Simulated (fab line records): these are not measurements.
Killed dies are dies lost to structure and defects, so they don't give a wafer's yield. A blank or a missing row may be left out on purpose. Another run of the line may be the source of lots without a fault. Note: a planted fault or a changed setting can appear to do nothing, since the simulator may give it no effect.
Which of the tools did it? :: flow nand_harc :: Sampling: 7 lots, 21 wafers, 2 of 1302 route steps

## WHAT THE GAUGES SHOWED, per wafer
NHARC_A_ONON_D2_THK_MEAS_05: measures by ellipsometry.
lot: L743
measured: day 12 20:04
on: film_metro-01
thk_nm (nm): 989 986 987

lot: L746
measured: day 14 04:07
on: film_metro-01
thk_nm (nm): 1006 1004 1004

lot: L747
measured: day 15 02:49
on: film_metro-02
thk_nm (nm): 999 1001 999

lot: L750
measured: day 16 01:41
on: film_metro-02
thk_nm (nm): 993 901 903

lot: L759
measured: day 19 16:55
on: film_metro-02
thk_nm (nm): 996 995 994

lot: L763
measured: day 21 06:05
on: film_metro-01
thk_nm (nm): 1005 1005 1005

lot: L765
measured: day 22 03:31
on: film_metro-02
thk_nm (nm): 997 997 998

## WHICH TOOL RAN EACH LOT (tool, then ch and the chambers of the sampled wafers, then the start)
lot: L743
NHARC_A_ONON_D2_DEP_03: pecvd_onon-01 ch 0, day 12 19:40

lot: L746
NHARC_A_ONON_D2_DEP_03: pecvd_onon-02 ch 0, day 14 03:47

lot: L747
NHARC_A_ONON_D2_DEP_03: pecvd_onon-04 ch 0, day 15 02:18

lot: L750
NHARC_A_ONON_D2_DEP_03: pecvd_onon-01 ch 0, day 16 01:11

lot: L759
NHARC_A_ONON_D2_DEP_03: pecvd_onon-01 ch 0, day 19 16:24

lot: L763
NHARC_A_ONON_D2_DEP_03: pecvd_onon-04 ch 0, day 21 05:35

lot: L765
NHARC_A_ONON_D2_DEP_03: pecvd_onon-01 ch 0, day 22 03:04
- NHARC_A_ONON_D2_DEP_03: target thk 1000 nm.

## THE ANSWER, worked out from the rows above alone
Rule: what is usual is taken from the lots themselves. The widest of any qualifying gaps counts: lots, ordered by their means at a reading, are off when they make up no more than a third of the lots, leave a main group of 4 or more, and stand apart from it by 3 or more times the standard deviation of that group's means. If all means in a main group match to the digits the tables above print for the reading, that group is not used. A lot without any number at a reading at which 4 lots or more have one is off too. The other lots that the step has rows for count as sound.
Off, at NHARC_A_ONON_D2_THK_MEAS_05 on thk_nm: L750. Mean 998 nm and standard deviation 6 in the main group.
If a tool, at a process step before that reading, ran all the lots that are off and no sound lot after the first of them, it fits. Gauges at NHARC_A_ONON_D2_THK_MEAS_05: tried the same way as those tools. Of those tried, none fits.

## WHAT THE SIMULATOR HAD PUT IN
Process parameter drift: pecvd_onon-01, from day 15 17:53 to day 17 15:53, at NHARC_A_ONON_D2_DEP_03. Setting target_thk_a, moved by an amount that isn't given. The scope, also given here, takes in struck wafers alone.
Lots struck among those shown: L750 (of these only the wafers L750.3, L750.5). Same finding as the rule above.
